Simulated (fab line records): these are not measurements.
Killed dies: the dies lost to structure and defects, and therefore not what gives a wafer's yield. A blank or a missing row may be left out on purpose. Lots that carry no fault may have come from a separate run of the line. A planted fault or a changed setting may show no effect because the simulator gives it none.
A struck lot beside a sound one + flow nand harc + 14 out of 1302 route steps
Sound: these wafers, L557.1, L557.2, L557.3. Struck: wafers L569.4, L569.6. The cause comes at the end.
Per side, at each step with rows, come the tool, then ch with its chambers, and then its first start. Under that, the readings that differ: sound wafers + struck wafers + difference of the means + sigmas: that difference in standard deviations of wafers without a fault.
alike: a reading whose means differ by less than 2 such deviations, as well as words and numbers matching on both sides. not compared: withheld readings; readings where some wafer has no value; bounds like >300 that might hide an equal value; numbers whose values overlap and for which the record gives no deviation.
Wherever a step has rows on one side only, a row that says differs or no value, or a row with sigmas, the two part there. Numbers that don't overlap but have no deviation are shown without sigmas and don't part them. Lack of a reading on every wafer of one side parts them only where that side has two or more wafers.

first, 2 steps without rows for these wafers: NHARC_A_SOURCE_PLATE_CVD_03 (deposits poly-Si, target thk 200 nm, time 4000 s); NHARC_A_SOURCE_PLATE_ANNEAL_05 (time 1800 s).
NHARC_A_SOURCE_PLATE_THK_MEAS_06: measures by ellipsometry.
  sound on film metro-01 at day 7 23:39; struck on film metro-02 at day 12 10:24
  alike: thk nm
NHARC_A_SOURCE_PLATE_INSPECT_08:
  sound on defect inspect-02 at day 7 23:43; struck on defect inspect-02 at day 12 10:28
  alike: raw defect count
after that, 1 step with no rows for these wafers: NHARC_A_ONON_D1_DEP_00 (target thk 1000 nm).
NHARC_A_ONON_D1_THK_MEAS_02: measures by ellipsometry.
  sound on film metro-02 at day 8 00:17; struck on film metro-01 at day 12 11:02
  alike: thk nm
after that, 1 step with no rows for these wafers: NHARC_A_ONON_D1_DEP_03 (target thk 1000 nm).
NHARC_A_ONON_D1_THK_MEAS_05: measures by ellipsometry.
  sound on film metro-01 at day 8 00:52; struck on film metro-01 at day 12 11:37
  alike: thk nm
after that, 1 step with no rows for these wafers: NHARC_A_ONON_D1_DEP_06 (target thk 1000 nm).
NHARC_A_ONON_D1_THK_MEAS_08: measures by ellipsometry.
  sound on film metro-02 at day 8 01:26; struck on film metro-01 at day 12 12:11
  alike: thk nm
NHARC_A_ONON_D1_DEP_09: target thk 1000 nm.
  sound on pecvd onon-03 ch 0, day 8 01:29; struck on pecvd onon-03 ch 0, day 12 12:24
  alike: susceptor temp C
NHARC_A_ONON_D1_THK_MEAS_11: measures by ellipsometry.
  sound on film metro-01 at day 8 01:59; struck on film metro-01 at day 12 12:44
| reading     | sound          | struck    | difference | sigmas |
|-------------|----------------|-----------|------------|--------|
| thk nm (nm) | 1011 1009 1008 | 1459 1459 | +450       | +53    |
after that, 1 step with no rows for these wafers: NHARC_A_ONON_D1_DEP_12 (target thk 1000 nm).
-- the record jumps here: 16 days lie between the struck wafers' starts before and after (it left off in module A_ONON_D1 and takes up again in module END, whose first step shown is number 1302 of the route) --
NHARC_END_SORT_01:
  at this point the record logs the struck wafers (prober-01 ch 0, day 28 22:16) and has no rows for the sound ones

== WHERE THEY PART ==
At NHARC_A_ONON_D1_THK_MEAS_11 first; at NHARC_END_SORT_01 last (within this record only).

WHY: what had been put in by the simulator
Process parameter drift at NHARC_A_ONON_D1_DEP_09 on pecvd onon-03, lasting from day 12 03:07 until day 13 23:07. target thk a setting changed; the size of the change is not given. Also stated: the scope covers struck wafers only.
